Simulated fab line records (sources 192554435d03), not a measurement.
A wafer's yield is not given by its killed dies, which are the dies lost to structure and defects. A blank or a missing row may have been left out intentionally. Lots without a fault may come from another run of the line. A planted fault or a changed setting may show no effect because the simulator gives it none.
The same fault as seen by 3 desks | flow n5-finfet | only its own numbers are on each desk; what lay behind them is given at the end

## AT THE TOOL OWNER'S DESK: arfi-scanner-01
The tool's own readings at N5_BEOL_M6_EXPOSE_08 (exposes mask M6): means of the sampled wafers that have a number, for each lot that ran on this tool. A lot is out of limits, marked OUT, if its mean lies more than 4 standard deviations from the usual mean; the brackets give that distance.
Columns: A = exposure-dose-mJ-cm2 at N5_BEOL_M6_EXPOSE_08, usual 68.19
lot  | first seen here | A
L614 | day 8 22:50     | 68.31
L616 | day 9 23:12     | 68.26
L617 | day 10 01:18    | 62.35 (-77) OUT
L618 | day 10 06:10    | 63.53 (-61) OUT
L619 | day 10 09:22    | 64.38 (-50) OUT
L621 | day 11 10:27    | 65.07 (-41) OUT
Finding of this desk: L617, L618, L619, L621 out of limits; the first was L617 at day 10 01:18, on exposure-dose-mJ-cm2 at N5_BEOL_M6_EXPOSE_08. L614, L616: within limits.

## AT THE METROLOGY DESK
What the gauges read for every lot (on any tool): the sampled wafers with a number, averaged. A lot is out of limits, marked OUT, if its mean lies more than 4 standard deviations from the usual mean; the brackets give that distance.
Columns: A = cd-nm at N5_BEOL_M6_CD_MEAS_11, usual 38.7 nm; B = cd-nm at N5_BEOL_M6_CD_MEAS_18, usual 40.3 nm
lot  | first seen here | A               | B
L614 | day 8 22:58     | 38.6            | 40.2
L616 | day 9 23:20     | 38.8            | 40.0
L617 | day 10 01:26    | 34.1 (-11) OUT  | 35.7 (-7.9) OUT
L618 | day 10 06:17    | 35.6 (-7.0) OUT | 37.2 (-5.3) OUT
L619 | day 10 09:29    | 35.4 (-7.4) OUT | 37.0 (-5.5) OUT
L621 | day 11 10:34    | 36.6 (-4.8) OUT | 38.4
L623 | day 11 12:42    | 39.0            | 39.5
L622 | day 11 15:38    | 39.2            | 41.1
L626 | day 11 21:45    | 38.6            | 40.2
L630 | day 13 11:56    | 38.7            | 41.1
L632 | day 14 01:18    | 38.8            | 40.6
L633 | day 14 05:52    | 38.1            | 40.0
L634 | day 14 09:31    | 39.0            | 40.5
L635 | day 14 13:35    | 38.8            | 40.6
Finding of this desk: L617, L618, L619, L621 out of limits; the first was L617 at day 10 01:26, on cd-nm at N5_BEOL_M6_CD_MEAS_11. L614, L616, L623, L622, L626, L630, L632, L633, L634, L635: within limits.

## THE DEFECT DESK
Per lot, the means of the sampled wafers with a number show what the inspections along the route counted. A lot is out of limits, marked OUT, if its mean lies more than 4 standard deviations from the usual mean; the brackets give that distance.
Columns: A = raw-defect-count at N5_BEOL_M5_INSPECT_58, usual 70
lot  | first seen here | A
L614 | day 8 20:50     | 54
L616 | day 9 21:50     | 56
L617 | day 9 23:26     | 77
L618 | day 10 03:46    | 71
L619 | day 10 06:44    | 63
L621 | day 11 07:14    | 57
L623 | day 11 10:03    | 116
L622 | day 11 12:53    | 47
L626 | day 11 19:08    | 41
L630 | day 13 09:14    | 83
L632 | day 13 23:05    | 82
L633 | day 14 04:19    | 70
L634 | day 14 07:08    | 54
L635 | day 14 11:47    | 69
Result from this desk: across the 14 lots, nothing is out of limits.

## ALL TOGETHER
The tool owner's desk could have raised an alarm at day 10 01:18, on L617, L618, L619, L621.
At day 10 01:26 the metrology desk could have sounded an alarm, on L617, L618, L619, L621.
No out-of-limits result turned up at the defect desk.
The defect desk has L617, L618, L619, L621 on record, within its limits.
N5_BEOL_M6_EXPOSE_08 was run on arfi-scanner-01 by each of the lots named.

## WHAT THE SIMULATOR HAD INSERTED
Process parameters drifting: arfi-scanner-01 at N5_BEOL_M6_EXPOSE_08, beginning at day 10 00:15. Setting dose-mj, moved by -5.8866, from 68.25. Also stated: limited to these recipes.
Lots struck among those shown: L617, L618, L619, L621.
Time in hours from fault onset to the first out-of-limits reading at each desk: tool owner's desk 1, metrology desk 1.
